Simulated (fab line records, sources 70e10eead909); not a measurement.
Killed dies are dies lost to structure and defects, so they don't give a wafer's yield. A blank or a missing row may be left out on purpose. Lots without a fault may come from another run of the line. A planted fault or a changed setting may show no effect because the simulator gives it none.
Chamber matching | flow nand_harc | NHARC_A_BLC_ALD_23 on ald_metal-03: 4 sister chambers
The step deposits TiN, target thk 3 nm, pulse time 1 s, ald cycles 150. 8 wafers are shown with their chamber, then 9 later ones without.

WAFERS WITH THEIR CHAMBER
wafer  | chamber | heater_power_w (W) | precursor_pulse_height_rel
L078.4 | 1       | 1157               | 0.968
L080.4 | 1       | 1123               | 0.991
L084.2 | 2       | 1070               | 0.981
L085.4 | 3       | 947                | 0.987
L085.6 | 3       | 965                | 1.036
L086.2 | 0       | 1107               | 0.981
L086.5 | 2       | 1062               | 0.990
L086.6 | 0       | 1093               | 0.987

WAFERS WITHOUT THEIR CHAMBER
wafer  | heater_power_w (W) | precursor_pulse_height_rel
L090.2 | 1141               | 0.986
L090.3 | 1168               | 0.995
L090.6 | 962                | 0.998
L092.3 | 1130               | 0.982
L092.4 | 1118               | 1.002
L092.5 | 1120               | 1.035
L095.2 | 1093               | 0.993
L095.4 | 1159               | 1.010
L095.5 | 1092               | 0.988

WHICH CHAMBER EACH WENT THROUGH
wafer  | from the rows above          | in truth
L090.2 | 1                            | 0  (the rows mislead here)
L090.3 | 1                            | 1
L090.6 | 3                            | 3
L092.3 | can't be placed: 1 or 0      | 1
L092.4 | can't be placed: 0 or 1      | 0
L092.5 | can't be placed: 0 or 1 or 2 | 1
L095.2 | can't be placed: 0 or 2      | 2
L095.4 | 1                            | 1
L095.5 | can't be placed: 0 or 2      | 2
Placed correctly: 3 of 9. Can't be placed from these rows: 5 (the true chamber is among the candidates in 5). Placed wrongly: 1.
How it was worked out, from the rows above alone: a wafer's distance from a chamber is the root of the sum, over the readings, of the square of ((its reading less the chamber's mean) divided by the reading's scatter). The wafer belongs to the nearest chamber; if the next one is less than 2 further off, it can't be placed. A chamber's mean is the mean of its shown wafers. The scatter: the root of (the sum of the squares of (reading less its chamber's mean) over the shown wafers, divided by (wafers less chambers)).
